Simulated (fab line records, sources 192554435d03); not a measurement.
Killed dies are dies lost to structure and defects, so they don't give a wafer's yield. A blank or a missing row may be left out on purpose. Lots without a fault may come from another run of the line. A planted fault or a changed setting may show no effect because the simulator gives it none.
Split-lot experiment | flow n5_finfet | 7 lots, 21 wafers read, on a route of 1938 steps

THE SPLIT
At N5_BEOL_M4_DESCUM_16 (chemistry O2, time 7 s), the setting time_s was moved away from the recipe's 7 s on 3 of the 21 wafers read, by +12.6% to +21.6%. The other wafers ran this setting at the recipe's value.

The reading is taken at the split's own step.

THE READING
CAR-EUV_of_BEOL_M4_COAT_05.thk_nm (the simulator's own value, which no gauge read), in nm, at N5_BEOL_M4_DESCUM_16 (chemistry O2, time 7 s). The file gives no usual value for it. The 18 wafers here that ran the recipe average 26.1 nm, standard deviation 0.12 nm.

wafer  | tool, chamber at the split | time_s as run, s | against the recipe | CAR-EUV_of_BEOL_M4_COAT_05.thk_nm, nm | against lot-mates on the recipe
L079.3 | rie_diel-06, 2,3,2         | 7                | recipe             | 26                                    | -
L079.5 | rie_diel-06, 2,3,2         | 7                | recipe             | 26                                    | -
L079.6 | rie_diel-06, 2,3,2         | 7                | recipe             | 26                                    | -
L085.2 | rie_diel-06, 0             | 7                | recipe             | 26.4                                  | -
L085.5 | rie_diel-06, 1,2           | 7                | recipe             | 26.2                                  | -
L085.6 | rie_diel-06, 1,2           | 7                | recipe             | 26.2                                  | -
L084.1 | rie_diel-02, 1,0           | 7                | recipe             | 26.2                                  | -
L084.6 | rie_diel-02, 1,0           | 7                | recipe             | 26.2                                  | -
L084.2 | rie_diel-02, 3             | 8.513            | +21.6%             | 25.4                                  | -0.8
L091.1 | rie_diel-02, 0,1,3         | 7                | recipe             | 26.2                                  | -
L091.4 | rie_diel-02, 0,1,3         | 7                | recipe             | 26.2                                  | -
L091.5 | rie_diel-02, 0,1,3         | 7                | recipe             | 26.2                                  | -
L092.3 | rie_diel-02, 0,1,2         | 7                | recipe             | 26                                    | -
L092.4 | rie_diel-02, 0,1,2         | 7                | recipe             | 26                                    | -
L092.5 | rie_diel-02, 0,1,2         | 7                | recipe             | 26                                    | -
L096.2 | rie_diel-06, 2,3           | 7.879            | +12.6%             | 25.6                                  | -0.4
L096.3 | rie_diel-06, 2,3           | 7.879            | +12.6%             | 25.6                                  | -0.4
L096.4 | rie_diel-06, 1             | 7                | recipe             | 26                                    | -
L097.1 | rie_diel-06, 0,1,2         | 7                | recipe             | 26.2                                  | -
L097.2 | rie_diel-06, 0,1,2         | 7                | recipe             | 26.2                                  | -
L097.4 | rie_diel-06, 0,1,2         | 7                | recipe             | 26.2                                  | -
Where a row lists several chambers, the file gives one row for several wafers and doesn't say which wafer went through which chamber.

THE FIT
A straight line over all 21 wafers: CAR-EUV_of_BEOL_M4_COAT_05.thk_nm changes by -0.0372 nm for each +1% of time_s; r = -0.89; the points scatter about the line by 0.12 nm.
The same after taking each lot's own level away (the mean of its wafers on the recipe; 21 wafers): -0.035 nm for each +1%; r = -0.98; scatter 0.041 nm.
On that fit, the largest move of time_s shifts the reading by 0.76 nm.
The lots' own levels span 26.00 to 26.27 nm, that is 2.3 times the standard deviation above.
So the lot-to-lot level changes the slope little: the two slopes agree.
Check: with one of the wafers moved furthest among these (+21.6%) left out of the fit, the line predicts -0.689 nm for it against its lot-mates. It came out at -0.8 nm against them.

THE FILE'S OWN FIT
CAR-EUV_of_BEOL_M4_COAT_05.thk_nm changes by -0.0357 nm for each +1% of time_s, r = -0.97.
